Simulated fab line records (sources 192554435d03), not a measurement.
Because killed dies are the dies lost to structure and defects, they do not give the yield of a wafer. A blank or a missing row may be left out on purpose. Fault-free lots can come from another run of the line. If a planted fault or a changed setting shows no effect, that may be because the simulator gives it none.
Matching of chambers    flow n5-finfet    N5_BEOL_M0_SAQP_ETCH_84 on rie-diel-01 has 4 sister chambers
The step etches SOC in N2/H2, target depth 100 nm, overetch 20 nm, time 150 s. 4 wafers are shown with their chamber, then 7 later ones without.

## WAFERS, EACH WITH ITS CHAMBER
wafer   chamber  drypump-motor-current-A (A)
L082.2  3        4.7
L088.4  2        5.0
L090.3  0        5.8
L090.4  1        5.8

## WAFERS WITHOUT THEIR CHAMBER
wafer   drypump-motor-current-A (A)
L090.6  5.8
L092.1  4.9
L092.2  4.7
L092.3  5.8
L096.3  5.7
L096.4  5.7
L096.6  4.7

## WHICH CHAMBER EACH ONE RAN IN
wafer   from the rows above      in truth
L090.6  can't be placed: 0 or 1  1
L092.1  can't be placed: 2 or 3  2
L092.2  3                        3
L092.3  can't be placed: 0 or 1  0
L096.3  can't be placed: 0 or 1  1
L096.4  can't be placed: 0 or 1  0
L096.6  3                        3
Correct placement for 2 of the 7. These rows do not allow placing 5 (true chamber among the candidates in 5). Number placed wrongly: 0.
How it was worked out, from the rows above alone: a wafer's distance from a chamber is the root of the sum, over the readings, of the square of ((its reading less the chamber's mean) divided by the reading's scatter). The wafer belongs to the nearest chamber; if the next one is less than 2 further off, it can't be placed. For every chamber, the mean is computed from those of its wafers that are shown. The scatter (one wafer shown for each chamber): square how far every hidden wafer sits from the nearest shown wafer, average those squares and take the square root.
